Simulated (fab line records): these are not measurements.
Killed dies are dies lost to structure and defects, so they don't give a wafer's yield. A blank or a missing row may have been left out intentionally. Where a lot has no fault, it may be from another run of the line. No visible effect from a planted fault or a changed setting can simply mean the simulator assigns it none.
Matching of chambers ; flow n5-finfet ; N5_BEOL_M8_ETCH_62 on rie-diel-02 has 4 sister chambers
The step etches SOC in N2/H2, target depth 110 nm, overetch 22 nm, time 165 s. 4 wafers are shown with their chamber, then 12 later ones without.

## WAFERS, EACH WITH ITS CHAMBER
wafer;chamber;drypump-motor-current-A (A)
L090.1;1;5.4
L091.1;2;5.4
L091.2;0;5.9
L091.3;3;5.8

## WAFERS WHOSE CHAMBER IS MISSING
wafer;drypump-motor-current-A (A)
L092.4;5.4
L092.5;5.4
L092.6;5.4
L094.2;5.4
L094.5;5.7
L094.6;5.4
L095.2;5.4
L095.4;5.4
L095.6;5.7
L096.1;5.9
L096.2;5.4
L096.3;5.4

## WHICH CHAMBER EACH ONE RAN IN
wafer;from the rows above;in truth
L092.4;can't be placed: 1 or 2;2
L092.5;can't be placed: 1 or 2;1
L092.6;can't be placed: 1 or 2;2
L094.2;can't be placed: 1 or 2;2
L094.5;3;3
L094.6;can't be placed: 1 or 2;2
L095.2;can't be placed: 1 or 2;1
L095.4;can't be placed: 1 or 2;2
L095.6;3;3
L096.1;0;0
L096.2;can't be placed: 1 or 2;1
L096.3;can't be placed: 1 or 2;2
3 of 12 placed correctly. These rows do not allow placing 9 (true chamber among the candidates in 9). Wrongly placed: 0.
How it was worked out, from the rows above alone: a wafer's distance from a chamber is the root of the sum, over the readings, of the square of ((its reading less the chamber's mean) divided by the reading's scatter). The wafer belongs to the nearest chamber; if the next one is less than 2 further off, it can't be placed. Each chamber's mean is taken over the wafers shown for it. The scatter (one wafer shown for each chamber): square how far every hidden wafer sits from the nearest shown wafer, average those squares and take the square root.
